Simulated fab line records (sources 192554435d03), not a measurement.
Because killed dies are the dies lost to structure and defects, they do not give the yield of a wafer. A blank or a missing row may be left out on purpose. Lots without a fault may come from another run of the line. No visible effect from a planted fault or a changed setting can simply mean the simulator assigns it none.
fab line records	flow n5Finfet
[record] lots = 8	wafers = 24	lastDay = 16
route steps=1938 shown BEOL_M3@979 BEOL_M4@1111
lots with no fault: from the same line, run without faults
startH: hours from the record's opening day to when the first of the lot's shown wafers began	waitH: hours elapsed since this lot's preceding step	" identical to the entry in the row above	L1.1+2: a single row standing in for several wafers	- no value, or no start was given	* or withheld: withheld	< > ~ a bound
route shown NAME@n: a module of which the file shows steps, and the number in the route of the first	usual: mean/standard deviation of fault-free wafers	same: alike in all rows	chamber/n: place in a boat	sites: readings site by site	_std_site: the values' standard deviation	_edge_site: inner sites' mean taken away from outer sites' mean	radiusMm: how far each site lies from the wafer's centre	mask NAME#n: copy n	behind: the last tool/chamber to shape the wafer	hold: the reason the lot was held/the length of the hold in hours/how it ended	device: the transistor (n, p or np) that didn't switch	end of line: tests of these same wafers at the route's end	a step without rows: its recipe alone	killed: the dies lost at the first sort to structure and to defects; this is not the yield of the wafer	map: dies across one wafer; x = killed, . = not, _ = none there
set.NAME: the setting the step ran with; set.NAME@STEP: the setting that earlier step ran with	model.NAME: the simulator's own value behind a step, which no gauge read
steps of the route over a sample of lots; a table a step, a row a wafer
services: the hour from which a tool's chamber was out of use, counted from the record's first day as startH (under 0 if before that day), plus the number of hours and why
[[steps]]
[step N5_BEOL_M3_STRIP_36]
[recipe] chemistry = N2/H2	powerW = 450	tempC = 40	pressureMtorr = 20	rfFrequencyHz = 6e+07	overashFraction = 0.3	biasPowerW = 7	h2Frac = 0.5	n2FlowSccm = 200	h2FlowSccm = 200
[usual] chamberPressureMTorr = 20.00/0.031	drypumpMotorCurrentA = 5.8/0.57	oesProductAu = 0.81/0.074	rfVppV = 59.1/1.5	showerheadPlenumPTorr = 2.56/0.091	throttleValvePct = 23.7/0.31
lot.wafer	tool	chamber	startH	waitH	chamberPressureMTorr	drypumpMotorCurrentA	oesProductAu	rfHoursCounterH	rfVppV	showerheadPlenumPTorr	throttleValvePct
L848.2	rieDiel-02	2	174.42	0.0	20.02	5.1	0.81	88	55.5	2.46	23.4
L848.3	"	1	"	"	19.96	5.6	0.76	157	57.6	2.65	24.0
L848.5	"	3	"	"	20.02	6.6	0.96	-	59.6	2.59	23.2
L849.1	rieDiel-02	2	176.68	0.0	19.99	5.1	0.80	89	58.8	2.46	23.4
L849.2	"	1	"	"	19.96	5.6	0.74	158	60.4	2.65	24.0
L849.6	"	2	"	"	20.01	5.1	0.82	-	60.1	2.46	23.4
L852.1	rieDiel-02	3	217.98	0.0	19.98	6.6	0.90	22	59.7	2.59	23.2
L852.3	"	1	"	"	20.00	5.5	0.74	174	59.0	2.64	24.1
L852.5	"	1	"	"	20.02	5.5	0.74	-	61.3	2.64	24.1
L851.3	rieDiel-06	0	218.26	0.0	19.97	5.7	0.84	53	59.2	2.59	23.4
L851.4	"	2	"	"	20.01	6.5	0.77	162	57.9	2.52	23.5
L851.5	"	1	"	"	20.03	5.5	0.73	-	60.6	2.42	23.8
L854.2	rieDiel-06	0	220.74	0.0	19.95	5.7	0.84	53	58.9	2.59	23.4
L854.4	"	2	"	"	20.00	6.6	0.76	163	59.0	2.52	23.5
L854.5	"	2	"	"	20.02	6.5	0.76	-	59.1	2.53	23.5
L856.2	rieDiel-02	1	232.76	0.0	20.04	5.5	0.73	180	61.5	2.64	24.0
L856.3	"	0	"	"	20.00	5.1	0.88	36	60.1	2.70	23.9
L856.4	"	2	"	"	20.01	5.1	0.80	93	56.6	2.46	23.4
L857.3	rieDiel-02	2	236.75	0.0	20.05	5.1	0.79	94	56.4	2.46	23.4
L857.4	"	1	"	"	20.03	5.5	0.73	181	59.9	2.64	24.1
L857.5	"	0	"	"	19.99	5.1	0.90	-	59.8	2.70	23.9
L862.1	rieDiel-05	1	269.94	0.0	19.99	5.8	0.72	206	58.6	2.62	24.2
L862.2	"	3	"	"	20.00	5.7	0.91	19	58.4	2.70	23.7
L862.5	"	1	"	"	20.01	5.8	0.71	-	58.6	2.63	24.2
[step N5_BEOL_M3_TRENCH_ETCH_37]
[recipe] chemistry = C4F6/O2	targetDepthA = 555.55	target = SiOC	timeS = 29.2	ionEnergyEv = 250	pressureMtorr = 30	sourceW = 355	biasW = 185	Ar_flow_sccm = 300	C4F6_flow_sccm = 10	O2_flow_sccm = 10
[usual] biasW = 185.0/0.57	chamberPressureMTorr = 29.996/0.025	drypumpMotorCurrentA = 5.8/0.57	oes_o_777_au = 0.82/0.071	oesProductAu = 0.81/0.075	rfVppV = 662/4.1	showerheadPlenumPTorr = 2.87/0.096	throttleValvePct = 20.84/0.22
[same] timeS = 29.2
lot.wafer	tool	chamber	startH	waitH	biasW	chamberPressureMTorr	drypumpMotorCurrentA	oes_o_777_au	oesProductAu	rfHoursCounterH	rfVppV	showerheadPlenumPTorr	throttleValvePct
L848.2	rieDiel-02	2	174.46	-	184.9	30.006	5.1	0.80	0.79	88	658	2.76	20.72
L848.3	"	1	"	"	184.4	29.997	5.6	0.76	0.75	157	659	2.94	20.83
L848.5	"	3	"	"	185.0	29.977	6.6	0.96	0.97	-	668	2.91	20.52
L849.1	rieDiel-02	2	176.72	-	184.5	30.021	5.1	0.81	0.81	89	659	2.76	20.73
L849.2	"	1	"	"	185.1	30.004	5.5	0.76	0.74	158	658	2.94	20.84
L849.6	"	2	"	"	183.8	29.962	5.1	0.81	0.79	-	660	2.76	20.73
L852.1	rieDiel-02	3	218.02	-	193.5	30.017	6.6	0.91	0.93	22	691	2.90	20.57
L852.3	"	1	"	"	193.9	29.971	5.6	0.75	0.74	174	684	2.94	20.88
L852.5	"	1	"	"	193.3	29.982	5.5	0.75	0.74	-	683	2.94	20.88
L851.3	rieDiel-06	0	218.30	-	184.5	29.985	5.7	0.85	0.84	53	664	2.89	20.54
L851.4	"	2	"	"	186.0	30.011	6.5	0.75	0.75	162	666	2.85	21.02
L851.5	"	1	"	"	185.9	30.005	5.5	0.72	0.72	-	662	2.73	20.88
L854.2	rieDiel-06	0	220.78	-	185.4	30.001	5.7	0.85	0.84	53	664	2.89	20.54
L854.4	"	2	"	"	184.8	29.973	6.5	0.76	0.76	163	668	2.85	21.00
L854.5	"	2	"	"	183.8	29.972	6.5	0.76	0.76	-	668	2.85	21.00
L856.2	rieDiel-02	1	232.80	-	193.5	30.016	5.5	0.74	0.73	180	684	2.93	20.88
L856.3	"	0	"	"	194.0	29.986	5.1	0.88	0.89	36	681	3.02	21.13
L856.4	"	2	"	"	193.5	29.973	5.1	0.80	0.81	93	682	2.76	20.71
L857.3	rieDiel-02	2	236.79	-	193.5	29.954	5.1	0.80	0.81	94	684	2.76	20.75
L857.4	"	1	"	"	193.3	30.036	5.5	0.74	0.74	181	682	2.93	20.89
L857.5	"	0	"	"	194.2	29.984	5.1	0.88	0.88	-	682	3.02	21.11
L862.1	rieDiel-05	1	269.98	-	183.4	30.000	5.9	0.74	0.72	206	658	2.94	21.09
L862.2	"	3	"	"	184.6	30.027	5.8	0.91	0.91	19	664	3.02	20.76
L862.5	"	1	"	"	184.4	29.989	5.9	0.75	0.72	-	659	2.94	21.09
[step N5_BEOL_M3_ETCH_41]
[recipe] chemistry = CH3F/O2	target = SiCN	targetDepthA = 299	taperDeg = 2	timeS = 52.5	ionEnergyEv = 120	maskMaterial = TiN	pressureMtorr = 30	sourceW = 395	biasW = 75	Ar_flow_sccm = 150	CH3F_flow_sccm = 30	O2_flow_sccm = 20
[usual] biasW = 74.98/0.22	chamberPressureMTorr = 30.00/0.034	drypumpMotorCurrentA = 5.8/0.57	oesProductAu = 0.81/0.075	rfVppV = 297.6/1.8	showerheadPlenumPTorr = 2.02/0.07	throttleValvePct = 16.29/0.21
[same] timeS = 52.5
lot.wafer	tool	chamber	startH	waitH	biasW	chamberPressureMTorr	drypumpMotorCurrentA	oesProductAu	rfHoursCounterH	rfVppV	showerheadPlenumPTorr	throttleValvePct
L848.2	rieDiel-02	2	-	-	75.04	29.96	5.1	0.80	88	296.2	1.94	16.19
L848.3	"	1	"	"	75.18	29.98	5.6	0.75	157	298.1	2.07	16.35
L848.5	"	3	"	"	75.18	30.05	6.6	0.97	-	298.0	2.05	15.95
L849.1	rieDiel-02	2	-	-	74.50	30.00	5.1	0.80	89	295.2	1.94	16.19
L849.2	"	1	"	"	74.99	30.03	5.6	0.75	158	300.7	2.07	16.35
L849.6	"	2	"	"	74.52	29.99	5.1	0.80	-	295.0	1.94	16.18
L852.1	rieDiel-02	3	-	-	74.70	30.03	6.6	0.92	22	298.7	2.04	15.98
L852.3	"	1	"	"	74.96	29.99	5.6	0.73	174	299.1	2.07	16.37
L852.5	"	1	"	"	75.19	29.99	5.5	0.73	-	298.8	2.07	16.38
L851.3	rieDiel-06	0	-	-	75.15	29.97	5.7	0.85	53	298.0	2.03	16.00
L851.4	"	2	"	"	75.12	29.98	6.5	0.75	162	296.2	2.00	16.48
L851.5	"	1	"	"	74.90	29.99	5.5	0.72	-	295.9	1.91	16.34
L854.2	rieDiel-06	0	-	-	74.88	29.99	5.7	0.85	53	297.6	2.03	16.00
L854.4	"	2	"	"	74.82	30.00	6.5	0.76	163	297.2	2.00	16.47
L854.5	"	2	"	"	75.17	30.00	6.5	0.77	-	296.4	2.00	16.49
L856.2	rieDiel-02	1	-	-	75.18	29.98	5.6	0.73	180	298.5	2.07	16.39
L856.3	"	0	"	"	74.62	30.01	5.1	0.90	36	298.3	2.13	16.50
L856.4	"	2	"	"	75.09	30.00	5.1	0.80	93	296.1	1.93	16.21
L857.3	rieDiel-02	2	-	-	74.80	30.01	5.1	0.80	94	295.2	1.93	16.19
L857.4	"	1	"	"	74.94	29.96	5.6	0.72	181	299.8	2.07	16.39
L857.5	"	0	"	"	74.79	30.02	5.1	0.88	-	299.3	2.13	16.48
L862.1	rieDiel-05	1	-	-	74.96	30.02	5.8	0.72	206	299.7	2.07	16.52
L862.2	"	3	"	"	74.89	29.99	5.7	0.92	19	300.5	2.13	16.16
L862.5	"	1	"	"	75.37	30.02	5.8	0.73	-	299.0	2.07	16.55
[step N5_BEOL_M3_PRE_CLEAN_45]
[recipe] gas = H2/He	timeS = 30	tempC = 250
[usual] heaterPowerW = 327/25	susceptorTempC = 249.99/0.18
[same] timeS = 30
lot.wafer	tool	chamber	startH	waitH	heaterPowerW	susceptorTempC
L848.2	pvdSputter-01	-	174.85	0.0	313	250.14
L848.3	"	-	"	"	339	250.19
L848.5	"	-	"	"	320	250.19
L849.1	pvdSputter-02	-	177.16	0.0	338	249.89
L849.2	"	-	"	"	327	249.94
L849.6	"	-	"	"	321	249.82
L852.1	pvdSputter-02	-	218.81	0.0	348	250.03
L852.3	"	-	"	"	347	250.26
L852.5	"	-	"	"	343	250.01
L851.3	pvdSputter-02	-	218.89	0.0	341	249.94
L851.4	"	-	"	"	338	250.21
L851.5	"	-	"	"	337	250.05
L854.2	pvdSputter-01	-	221.58	0.0	313	250.23
L854.4	"	-	"	"	348	250.05
L854.5	"	-	"	"	354	250.08
L856.2	pvdSputter-02	-	233.39	0.0	341	249.88
L856.3	"	-	"	"	334	249.82
L856.4	"	-	"	"	351	249.88
L857.3	pvdSputter-02	-	237.50	0.0	342	250.49
L857.4	"	-	"	"	325	249.91
L857.5	"	-	"	"	340	250.12
L862.1	pvdSputter-02	-	270.55	0.0	346	249.95
L862.2	"	-	"	"	346	250.28
L862.5	"	-	"	"	350	250.05
[step N5_BEOL_M4_RC_MEAS_101]
[usual] DIBL_N = 36.3/1.2	DIBL_P = 36.7/1.5	IOFF_N = 0.164/0.02	IOFF_P = 0.214/0.024	ION_N = 673/8.5	ION_P = 461/5.9	SS_N = 71.6/0.44	SS_P = 73.3/0.55	VT_N = 249.4/2.4	VT_P = -250.0/2.3
lot.wafer	tool	chamber	startH	waitH	DIBL_N[mV/V]	DIBL_P[mV/V]	IOFF_N[nA/um]	IOFF_P[nA/um]	ION_N[uA/um]	ION_P[uA/um]	SS_N[mV/dec]	SS_P[mV/dec]	VT_N[mV]	VT_P[mV]
L849.1	prober-01	0	203.66	0.0	36.4	36.7	0.144	0.225	652	459	70.8	73.0	252.7	-248.0
L849.2	"	0	"	"	33.3	33.2	0.112	0.173	676	465	70.8	71.9	254.2	-249.8
L849.6	"	0	"	"	35.5	35.5	0.134	0.205	669	464	71.2	72.8	252.9	-250.0
L848.2	prober-01	0	205.67	0.2	37.4	37.3	0.179	0.263	691	480	71.8	73.7	247.9	-244.0
L848.3	"	0	"	"	37.9	38.3	0.193	0.274	672	466	72.1	74.0	243.3	-242.7
L848.5	"	0	"	"	36.1	36.5	0.152	0.238	689	474	71.8	73.6	246.9	-246.4
L852.1	prober-01	0	232.24	0.0	36.3	37.8	0.171	0.235	689	472	71.7	73.8	245.1	-249.2
L852.3	"	0	"	"	36.8	38.2	0.169	0.243	678	466	71.7	72.6	248.6	-249.1
L852.5	"	0	"	"	36.5	37.6	0.159	0.227	676	464	71.7	73.7	250.6	-249.4
L854.2	prober-02	0	233.36	0.2	38.5	39.1	0.217	0.266	692	470	72.3	74.8	247.0	-248.6
L854.4	"	0	"	"	36.8	37.5	0.172	0.242	673	459	72.2	74.5	250.8	-247.8
L854.5	"	0	"	"	35.9	35.4	0.151	0.201	667	456	71.6	73.4	251.7	-251.3
L851.3	prober-01	0	234.01	0.3	36.1	37.7	0.172	0.219	683	464	71.6	73.4	248.2	-248.6
L851.4	"	0	"	"	35.7	37.2	0.164	0.210	677	464	72.1	73.6	248.6	-251.2
L851.5	"	0	"	"	37.2	39.5	0.199	0.248	689	465	72.6	75.0	244.6	-247.5
L857.3	prober-01	0	254.05	0.3	37.2	36.8	0.174	0.223	675	460	72.2	73.9	251.4	-249.7
L857.4	"	0	"	"	36.6	36.3	0.165	0.218	671	460	71.4	73.3	248.3	-249.7
L857.5	"	0	"	"	36.7	36.4	0.160	0.224	678	467	72.6	73.4	253.3	-249.6
L856.2	prober-02	0	254.19	0.2	36.5	37.6	0.160	0.190	662	452	71.1	73.3	250.8	-252.2
L856.3	"	0	"	"	37.9	39.0	0.177	0.217	671	462	71.5	73.3	249.7	-253.4
L856.4	"	0	"	"	38.2	39.6	0.188	0.213	659	452	72.3	73.2	244.9	-249.8
L862.1	prober-01	0	286.48	0.0	36.5	36.7	0.186	0.219	677	459	71.7	73.8	248.8	-249.0
L862.2	"	0	"	"	35.7	35.6	0.168	0.209	691	464	71.4	73.6	247.4	-251.4
L862.5	"	0	"	"	34.4	34.3	0.150	0.187	681	463	71.3	73.1	251.1	-252.3
[[services]]
tool	chamber	startH	hours	kind
rieDiel-05	0	159.98	-	clean
rieDiel-05	0	159.98	-	consumableReplace:focusRing
rieDiel-05	0	159.98	15.6	scheduledDown
rieDiel-05	0	159.98	15.6	ventCycle
rieDiel-05	3	175.58	-	clean
rieDiel-05	3	175.58	-	consumableReplace:focusRing
rieDiel-05	3	175.58	-	consumableReplace:showerhead
rieDiel-05	3	175.58	22.7	scheduledDown
rieDiel-05	3	175.58	22.7	ventCycle
rieDiel-02	2	187.47	42.2	repair
rieDiel-05	-	197.43	0.5	repair
[[key]]
[firstSign] step = N5_BEOL_M3_TRENCH_ETCH_37	reading = biasW	direction = up	sigmas = 15	usual = *	struck = *
[effect] step = N5_BEOL_M3_TRENCH_ETCH_37	reading = rfVppV	direction = up	sigmas = 5.4	usual = 662	struck = 684
metAt N5_BEOL_M3_TRENCH_ETCH_37
struckLots L852,L856,L857
notActingAt N5_BEOL_M3_STRIP_36,N5_BEOL_M3_ETCH_41,N5_BEOL_M3_PRE_CLEAN_45
onsetBetween 176.72 218.02
[fault] kind = processParameterDrift	tool = rieDiel-02	chamber = -	onsetH = 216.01	steps = N5_BEOL_M3_TRENCH_ETCH_37	channel = biasW	offset = *	shape = step	endH = 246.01	actsIn = *	stated = *
